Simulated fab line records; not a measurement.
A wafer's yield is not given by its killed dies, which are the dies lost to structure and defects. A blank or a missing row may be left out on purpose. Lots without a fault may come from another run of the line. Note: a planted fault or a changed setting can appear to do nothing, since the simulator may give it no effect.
Which tool is to blame? -- flow n5-finfet -- 11 lots, 30 wafers sampled, at 5 steps of a route of 1938

## WHAT THE GAUGES SHOWED, per wafer
No reading from a measuring or inspecting step in the record can be judged against a usual standard deviation.

## EACH LOT AND THE TOOL THAT RAN IT (in order: tool; ch and the chambers of the sampled wafers; start)
lot,N5_GATE_CUT_ETCH_37,N5_GATE_CUT_STRIP_41,N5_GATE_CUT_CMP_23,N5_GATE_CUT_CMP_61,N5_PASSIVATION_PROBE_49
L199,"rie-diel-02 ch 0,2, day 4 11:02","rie-diel-02 ch 0,2, day 4 11:10","cmp-04 ch 0,2,3, day 4 13:53","cmp-04 ch 1,2,3, day 4 14:44",-
L200,"rie-diel-04 ch 0,3, day 4 15:43","rie-diel-04 ch 0,3, day 4 15:52","cmp-04 ch 1,3, day 4 18:22","cmp-01 ch 0,1,2, day 4 19:08",-
L202,"rie-diel-04 ch 0,2, day 5 06:08","rie-diel-04 ch 0,2, day 5 06:17","cmp-01 ch 1,2,3, day 5 08:26","cmp-02 ch 1,2,3, day 5 09:12",-
L203,"rie-diel-05 ch 0,3, day 5 12:52","rie-diel-05 ch 0,3, day 5 13:01","cmp-02 ch 0,1, day 5 15:07","cmp-04 ch 0,2,3, day 5 15:55","prober-01, day 15 17:47"
L204,"rie-diel-05 ch 0,1, day 5 18:51","rie-diel-05 ch 0,1, day 5 19:00","cmp-01 ch 0,1, day 5 21:10","cmp-01 ch 2,3, day 5 22:04",-
L207,"rie-diel-02 ch 1,3, day 6 11:34","rie-diel-02 ch 1,3, day 6 11:43","cmp-01 ch 1,3, day 6 13:53","cmp-01 ch 2,3, day 6 14:40","prober-01, day 14 19:38"
L210,"rie-diel-02 ch 0,1,3, day 7 09:42","rie-diel-02 ch 0,1,3, day 7 09:50","cmp-01 ch 0,1,2, day 7 13:04","cmp-01 ch 1,2,3, day 7 13:50",-
L218,"rie-diel-04 ch 0,1, day 9 08:54","rie-diel-04 ch 0,1, day 9 09:03","cmp-02 ch 0, day 9 11:09","cmp-02 ch 1,3, day 9 12:02",-
L220,"rie-diel-04 ch 1,2, day 9 20:55","rie-diel-04 ch 1,2, day 9 21:04","cmp-02 ch 0,3, day 9 23:25","cmp-01 ch 1,2,3, day 10 00:19",-
L221,"rie-diel-02 ch 0,3, day 10 01:28","rie-diel-02 ch 0,3, day 10 01:36","cmp-01 ch 0,1,2, day 10 03:44","cmp-02 ch 1,2, day 10 04:31",-
L222,"rie-diel-05 ch 2,3, day 10 08:02","rie-diel-05 ch 2,3, day 10 08:11","cmp-01 ch 0,2, day 10 10:19","cmp-04 ch 1,2, day 10 11:07",-
- N5_GATE_CUT_ETCH_37: etches SOC in N2/H2, target depth 60 nm, overetch 12 nm, time 90 s.
- N5_GATE_CUT_STRIP_41: strips in CF4.
- N5_GATE_CUT_CMP_23: polishes, stops on SiO2, t overpolish 23.4 s, target thk 16 nm.
- N5_GATE_CUT_CMP_61: polishes, stops on SiNx, t overpolish 3 s.
- N5_PASSIVATION_PROBE_49

## AS READ BY THE TOOLS THEMSELVES (means over the sampled wafers that have a number; for cases with no such wafer, the mark the record gives instead)
N5_GATE_CUT_ETCH_37. Usual: drypump-motor-current-A 5.7 A, standard deviation 0.3; oes-product-au 0.67 a.u., standard deviation 0.065; rf-vpp-V 523.8 V, standard deviation 2.5; showerhead-plenum-p-Torr 2.54 Torr, standard deviation 0.089; throttle-valve-pct 17.90 %, standard deviation 0.21.
lot,tool,drypump-motor-current-A (A),oes-product-au (a.u.),rf-vpp-V (V),showerhead-plenum-p-Torr (Torr),throttle-valve-pct (%),flag
L199,rie-diel-02,5.4,0.66,522.9,2.51,17.92,
L200,rie-diel-04,5.6,0.66,522.4,2.46,18.08,
L202,rie-diel-04,5.7,0.64,523.2,2.53,17.93,
L203,rie-diel-05,5.6,0.65,522.5,2.49,17.86,
L204,rie-diel-05,5.2,0.74,524.0,2.56,17.59,
L207,rie-diel-02,5.7,0.61,524.5,2.57,18.02,
L210,rie-diel-02,5.5,0.62,523.4,2.52,17.99,
L218,rie-diel-04,5.8,0.65,524.3,2.58,17.98,
L220,rie-diel-04,5.8,0.71,525.3,2.61,17.78,
L221,rie-diel-02,5.4,0.71,521.0,2.45,17.88,
L222,rie-diel-05,6.0,0.71,524.8,2.59,17.67,

N5_GATE_CUT_STRIP_41. Usual: drypump-motor-current-A 5.68 A, standard deviation 0.3; oes-product-au 0.173 a.u., standard deviation 0.017; rf-vpp-V 271.2 V, standard deviation 1.4; showerhead-plenum-p-Torr 1.79 Torr, standard deviation 0.056; throttle-valve-pct 13.68 %, standard deviation 0.22.
lot,tool,drypump-motor-current-A (A),oes-product-au (a.u.),rf-vpp-V (V),showerhead-plenum-p-Torr (Torr),throttle-valve-pct (%),flag
L199,rie-diel-02,5.42,0.175,270.5,1.77,13.70,
L200,rie-diel-04,5.57,0.170,269.9,1.74,13.90,
L202,rie-diel-04,5.74,0.165,269.8,1.77,13.71,
L203,rie-diel-05,5.66,0.169,270.9,1.76,13.69,
L204,rie-diel-05,5.21,0.192,271.9,1.82,13.44,
L207,rie-diel-02,5.66,0.159,270.8,1.79,13.79,
L210,rie-diel-02,5.54,0.159,271.1,1.77,13.80,
L218,rie-diel-04,5.79,0.168,271.1,1.81,13.75,
L220,rie-diel-04,5.87,0.186,271.5,1.83,13.44,
L221,rie-diel-02,5.35,0.181,269.9,1.74,13.70,
L222,rie-diel-05,6.01,0.185,272.4,1.82,13.45,

N5_GATE_CUT_CMP_23. Usual: head-pressure-psi 2.500 psi, standard deviation 0.0052; motor-current-A 8.9 A, standard deviation 0.91; overpolish-run-s 23.400 s, standard deviation 0.01; platen-rpm 51.80 rpm, standard deviation 0.034; time-to-endpoint-s 19.2 s, standard deviation 2.7.
lot,tool,head-pressure-psi (psi),motor-current-A (A),overpolish-run-s (s),platen-rpm (rpm),time-to-endpoint-s (s),flag
L199,cmp-04,2.500,8.5,23.400,51.85,15.0,
L200,cmp-04,2.497,10.1,23.392,51.82,19.1,
L202,cmp-01,2.494,8.4,23.407,51.80,20.2,
L203,cmp-02,2.499,8.9,23.400,51.80,17.6,
L204,cmp-01,2.498,9.7,23.410,51.81,21.4,
L207,cmp-01,2.498,8.9,23.407,51.77,18.9,
L210,cmp-01,2.498,9.3,23.403,52.48,21.6,OFF
L218,cmp-02,2.495,9.7,23.391,51.81,21.8,
L220,cmp-02,2.496,9.6,23.403,51.80,19.2,
L221,cmp-01,2.499,9.0,23.407,51.76,22.2,
L222,cmp-01,2.497,9.6,23.406,51.80,22.0,

N5_GATE_CUT_CMP_61. Usual: head-pressure-psi 3.999 psi, standard deviation 0.0083; motor-current-A 11.9 A, standard deviation 1.3; platen-rpm 27.089 rpm, standard deviation 0.017.
lot,tool,head-pressure-psi (psi),motor-current-A (A),platen-rpm (rpm),flag
L199,cmp-04,4.000,12.0,27.089,
L200,cmp-01,3.986,12.3,27.099,
L202,cmp-02,4.009,12.1,27.084,
L203,cmp-04,3.999,11.5,27.101,
L204,cmp-01,3.996,10.9,27.090,
L207,cmp-01,4.001,10.6,27.076,
L210,cmp-01,4.005,11.4,27.095,
L218,cmp-02,4.000,12.0,27.088,
L220,cmp-01,4.000,11.3,27.089,
L221,cmp-02,3.997,12.0,27.104,
L222,cmp-04,3.999,11.7,27.101,

N5_PASSIVATION_PROBE_49. Usual: killed_at_M0_to_M3 35, standard deviation 11; killed_at_M4_up 14, standard deviation 5.4; killed-at-contacts 13, standard deviation 6; killed-at-front-end 38, standard deviation 11; killed-at-other 3.4, standard deviation 2.6; killed-dies 104, standard deviation 19; killed-open 68, standard deviation 13; killed-short 34, standard deviation 8.5.
lot,tool,killed_at_M0_to_M3,killed_at_M4_up,killed-at-contacts,killed-at-front-end,killed-at-other,killed-dies,killed-open,killed-short,flag
L203,prober-01,23,15,13,30,2.3,83,55,28,
L207,prober-01,32,11,14,36,3.5,96,62,34,

## THE ANSWER, worked out from the rows above alone
Rule: a lot is off if the mean of its wafers that have a number lies more than 3 standard deviations from the usual mean. A lot without any number at a reading at which 4 lots or more have one is off too. Where the step has rows for the other lots, those lots are counted as sound. After the gauges, taken in route order, come the tools' own readings; for these a lot's mean is taken, as printed above. At the first step where some lot is off, the reading lying furthest off is the one used; lots without a number count as furthest.
Off: L210 (N5_GATE_CUT_CMP_23, platen-rpm).
A tool fits if, at that step or a process step before it, it ran every lot that is off, and no sound lot after the first of them. None of those tried fits.

## WHAT THE SIMULATOR PUT IN
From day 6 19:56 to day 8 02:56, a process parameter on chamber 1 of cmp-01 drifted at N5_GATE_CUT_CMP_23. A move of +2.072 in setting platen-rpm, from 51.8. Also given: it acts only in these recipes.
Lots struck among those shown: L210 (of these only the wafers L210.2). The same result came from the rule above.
